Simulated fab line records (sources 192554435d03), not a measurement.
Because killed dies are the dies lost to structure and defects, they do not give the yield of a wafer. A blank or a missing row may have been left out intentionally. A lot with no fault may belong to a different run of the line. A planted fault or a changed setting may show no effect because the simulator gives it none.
A single fault, viewed from 2 desks || flow n5_finfet || what lay behind the numbers comes last; until then each desk has only its own

## THE METROLOGY DESK
Lot by lot, what the gauges showed, no matter which tool ran the lot: averages of those sampled wafers that carry a number. A lot is out of limits, marked OUT, if its mean lies more than 4 standard deviations from the usual mean; the brackets give that distance.
Columns: A = trench_depth_nm at N5_BEOL_M11_OCD_MEAS_38, usual 149.1 nm
{"lot": "L852", "first seen here": "day 10 19:32", "A": 146.1}
{"lot": "L855", "first seen here": "day 11 11:19", "A": 151.9}
{"lot": "L854", "first seen here": "day 11 19:59", "A": 152.6}
{"lot": "L857", "first seen here": "day 12 10:52", "A": 148.5}
{"lot": "L861", "first seen here": "day 13 07:21", "A": 152.5}
{"lot": "L865", "first seen here": "day 13 20:59", "A": 147.6}
{"lot": "L868", "first seen here": "day 14 18:18", "A": 146.3}
{"lot": "L871", "first seen here": "day 15 10:20", "A": 149.1}
{"lot": "L870", "first seen here": "day 15 13:29", "A": 149.0}
{"lot": "L874", "first seen here": "day 16 01:35", "A": 148.8}
This desk found nothing out of limits on any of the 10 lots.

## THE TOOL OWNER'S DESK: rie_diel-03
The tool's own readings at N5_BEOL_M11_VIA_ETCH_34 (etches SiCOH lowk in C4F6/O2, target depth 184.5 nm, time 69.2 s): means of the sampled wafers that have a number, for each lot that ran on this tool. A lot is out of limits, marked OUT, if its mean lies more than 4 standard deviations from the usual mean; the brackets give that distance.
Columns: A = C4F6_flow_sccm at N5_BEOL_M11_VIA_ETCH_34, usual 10.00 sccm; B = drypump_motor_current_A at N5_BEOL_M11_VIA_ETCH_34, usual 5.8 A; C = oes_ar_750_au at N5_BEOL_M11_VIA_ETCH_34, usual 0.78 a.u.; D = oes_product_au at N5_BEOL_M11_VIA_ETCH_34, usual 0.78 a.u.; E = rf_vpp_V at N5_BEOL_M11_VIA_ETCH_34, usual 668 V; F = showerhead_plenum_p_Torr at N5_BEOL_M11_VIA_ETCH_34, usual 2.82 Torr; G = throttle_valve_pct at N5_BEOL_M11_VIA_ETCH_34, usual 20.80 %
{"lot": "L855", "first seen here": "day 11 11:02", "A": 9.97, "B": 5.1, "C": 0.84, "D": 0.84, "E": 685, "F": 2.80, "G": 20.83}
{"lot": "L854", "first seen here": "day 11 19:42", "A": 9.98, "B": 5.6, "C": 0.82, "D": 0.82, "E": 676, "F": 2.83, "G": 20.72}
{"lot": "L861", "first seen here": "day 13 07:04", "A": 9.99, "B": 5.4, "C": 0.82, "D": 1.02, "E": 676, "F": 2.87, "G": 20.74}
{"lot": "L865", "first seen here": "day 13 20:42", "A": 9.99, "B": 5.8, "C": 0.80, "D": 0.96, "E": 675, "F": 2.78, "G": 20.85}
This desk found nothing out of limits on any of the 4 lots.

## ALL TOGETHER
Metrology desk: nothing out of limits seen.
The tool owner's desk saw nothing out of limits.

## WHAT THE SIMULATOR HAD INSERTED
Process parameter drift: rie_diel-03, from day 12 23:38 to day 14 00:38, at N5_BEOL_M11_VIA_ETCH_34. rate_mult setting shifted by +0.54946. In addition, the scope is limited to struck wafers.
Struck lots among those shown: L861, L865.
